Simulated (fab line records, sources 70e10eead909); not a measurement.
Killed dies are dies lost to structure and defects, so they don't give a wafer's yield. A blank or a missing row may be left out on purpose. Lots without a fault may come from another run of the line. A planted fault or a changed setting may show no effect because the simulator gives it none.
Chamber matching | flow nand_harc | NHARC_A_STAIRCASE_DESCUM_219 on rie_diel-08: 4 sister chambers
The step chemistry O2, time 3 s. 18 wafers are shown with their chamber, then 9 later ones without.

WAFERS WITH THEIR CHAMBER
wafer  | chamber | drypump_motor_current_A (A) | oes_product_au (a.u.) | throttle_valve_pct (%)
L076.1 | 3       | 5.5                         | 0.996                 | 11.314
L076.5 | 2       | 6.0                         | 0.990                 | 11.295
L076.6 | 3       | 5.6                         | 0.997                 | 11.307
L074.2 | 3       | 5.5                         | 0.988                 | 11.315
L074.3 | 2       | 6.0                         | 0.992                 | 11.326
L074.4 | 0       | 5.8                         | 1.021                 | 11.315
L079.1 | 3       | 5.5                         | 1.010                 | 11.324
L079.2 | 0       | 5.7                         | 1.017                 | 11.307
L079.6 | 0       | 5.8                         | 1.007                 | 11.312
L078.1 | 3       | 5.5                         | 1.003                 | 11.314
L078.2 | 1       | 5.5                         | 1.001                 | 11.308
L078.4 | 0       | 5.7                         | 1.017                 | 11.303
L080.1 | 3       | 5.5                         | 1.011                 | 11.322
L080.3 | 1       | 5.5                         | 1.017                 | 11.318
L080.6 | 2       | 5.9                         | 0.986                 | 11.300
L083.1 | 0       | 5.7                         | 1.004                 | 11.319
L083.3 | 2       | 6.0                         | 0.999                 | 11.311
L083.6 | 2       | 6.0                         | 1.001                 | 11.296

SIGNATURES (means of the wafers above)
reading                 | chamber 0 | chamber 1 | chamber 2 | chamber 3 | scatter within a chamber
drypump_motor_current_A | 5.740     | 5.500     | 5.980     | 5.517     | 0.045
oes_product_au          | 1.01320   | 1.00900   | 0.99360   | 1.00083   | 0.00799
throttle_valve_pct      | 11.31120  | 11.31300  | 11.30560  | 11.31600  | 0.00879
Rule: a wafer's distance from a chamber is the root of the sum, over the readings, of the square of ((its reading less the chamber's mean) divided by the reading's scatter). The wafer belongs to the nearest chamber; if the next one is less than 2 further off, it can't be placed. The scatter: the root of (the sum of the squares of (reading less its chamber's mean) over the shown wafers, divided by (wafers less chambers)).

WAFERS WITHOUT THEIR CHAMBER
wafer  | drypump_motor_current_A (A) | oes_product_au (a.u.) | throttle_valve_pct (%)
L085.1 | 5.7                         | 1.006                 | 11.306
L085.4 | 6.0                         | 1.003                 | 11.314
L085.6 | 5.5                         | 0.999                 | 11.290
L089.1 | 6.0                         | 0.996                 | 11.317
L089.5 | 5.5                         | 0.979                 | 11.319
L089.6 | 6.0                         | 1.002                 | 11.328
L095.1 | 6.0                         | 1.002                 | 11.301
L095.2 | 5.8                         | 1.001                 | 11.309
L095.4 | 5.5                         | 0.986                 | 11.330

WHICH CHAMBER EACH WENT THROUGH
wafer  | from the rows above     | in truth
L085.1 | 0                       | 0
L085.4 | 2                       | 2
L085.6 | can't be placed: 1 or 3 | 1
L089.1 | 2                       | 2
L089.5 | can't be placed: 3 or 1 | 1
L089.6 | 2                       | 2
L095.1 | 2                       | 2
L095.2 | 0                       | 0
L095.4 | can't be placed: 3 or 1 | 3
Placed correctly: 6 of 9. Can't be placed from these rows: 3 (the true chamber is among the candidates in 3). Placed wrongly: 0.
